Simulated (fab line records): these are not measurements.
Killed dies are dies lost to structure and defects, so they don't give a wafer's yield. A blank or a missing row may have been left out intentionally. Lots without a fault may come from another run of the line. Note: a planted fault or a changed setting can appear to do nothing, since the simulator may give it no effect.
Which of the tools did it? || flow n5-finfet || 12 lots, 36 wafers sampled, at 2 steps of a route of 1938

== WHAT THE GAUGES READ, wafer by wafer ==
N5_GATE_CUT_INSPECT_26: inspects for defects (darkfield).
{"lot": "L075", "measured": "day 5 00:53", "on": "defect-inspect-01", "raw-defect-count": "43 28 45"}
{"lot": "L077", "measured": "day 5 13:40", "on": "defect-inspect-02", "raw-defect-count": "33 21 37"}
{"lot": "L079", "measured": "day 6 00:22", "on": "defect-inspect-01", "raw-defect-count": "37 28 32"}
{"lot": "L081", "measured": "day 6 11:14", "on": "defect-inspect-01", "raw-defect-count": "38 40 54"}
{"lot": "L083", "measured": "day 7 03:41", "on": "defect-inspect-02", "raw-defect-count": "34 28 29"}
{"lot": "L085", "measured": "day 8 01:20", "on": "defect-inspect-01", "raw-defect-count": "51 42 54"}
{"lot": "L087", "measured": "day 8 10:05", "on": "defect-inspect-01", "raw-defect-count": "38 48 50"}
{"lot": "L089", "measured": "day 8 22:00", "on": "defect-inspect-01", "raw-defect-count": "37 25 35"}
{"lot": "L091", "measured": "day 9 10:08", "on": "defect-inspect-01", "raw-defect-count": "62 30 62"}
{"lot": "L093", "measured": "day 9 23:40", "on": "defect-inspect-02", "raw-defect-count": "17 36 44"}
{"lot": "L097", "measured": "day 10 10:55", "on": "defect-inspect-01", "raw-defect-count": "54 57 71"}
{"lot": "L096", "measured": "day 10 15:10", "on": "defect-inspect-01", "raw-defect-count": "39 21 55"}

== EACH LOT AND THE TOOL THAT RAN IT (in order: tool; ch and the chambers of the sampled wafers; start) ==
{"lot": "L075", "N5_GATE_CUT_VAPOR_ETCH_51": "rie-metal-03 ch 0, day 4 20:16"}
{"lot": "L077", "N5_GATE_CUT_VAPOR_ETCH_51": "rie-metal-03 ch 0,1, day 5 10:43"}
{"lot": "L079", "N5_GATE_CUT_VAPOR_ETCH_51": "rie-metal-01 ch 1, day 5 19:09"}
{"lot": "L081", "N5_GATE_CUT_VAPOR_ETCH_51": "rie-metal-03 ch 0,1, day 6 07:55"}
{"lot": "L083", "N5_GATE_CUT_VAPOR_ETCH_51": "rie-metal-03 ch 0,1, day 7 00:58"}
{"lot": "L085", "N5_GATE_CUT_VAPOR_ETCH_51": "rie-metal-01 ch 0,1, day 7 22:37"}
{"lot": "L087", "N5_GATE_CUT_VAPOR_ETCH_51": "rie-metal-01 ch 0,1, day 8 07:22"}
{"lot": "L089", "N5_GATE_CUT_VAPOR_ETCH_51": "rie-metal-03 ch 0, day 8 18:26"}
{"lot": "L091", "N5_GATE_CUT_VAPOR_ETCH_51": "rie-metal-03 ch 0,1, day 9 07:22"}
{"lot": "L093", "N5_GATE_CUT_VAPOR_ETCH_51": "rie-metal-03 ch 0,1, day 9 20:57"}
{"lot": "L097", "N5_GATE_CUT_VAPOR_ETCH_51": "rie-metal-03 ch 0,1, day 10 08:11"}
{"lot": "L096", "N5_GATE_CUT_VAPOR_ETCH_51": "rie-metal-01 ch 0,1, day 10 11:46"}
- N5_GATE_CUT_VAPOR_ETCH_51: etches HfO2 in BCl3/Cl2.

== THE ANSWER, worked out from the rows above alone ==
Rule: the usual values come from the lots themselves. Put in order of their means at a reading, lots are off if they are a third of the lots or fewer, leave a main group of 4 or more, and stand apart from it by a gap of 3 or more times the standard deviation of the main group's means; of several such gaps the widest counts. Not used: any main group whose means are identical at the precision the tables above print for the reading. Also off: a lot with no number at a reading for which 4 or more lots have one. Any other lot the step has rows for is counted as sound.
No lot is off at any reading shown: from this, nothing can be told.

== WHAT THE SIMULATOR HAD PUT IN ==
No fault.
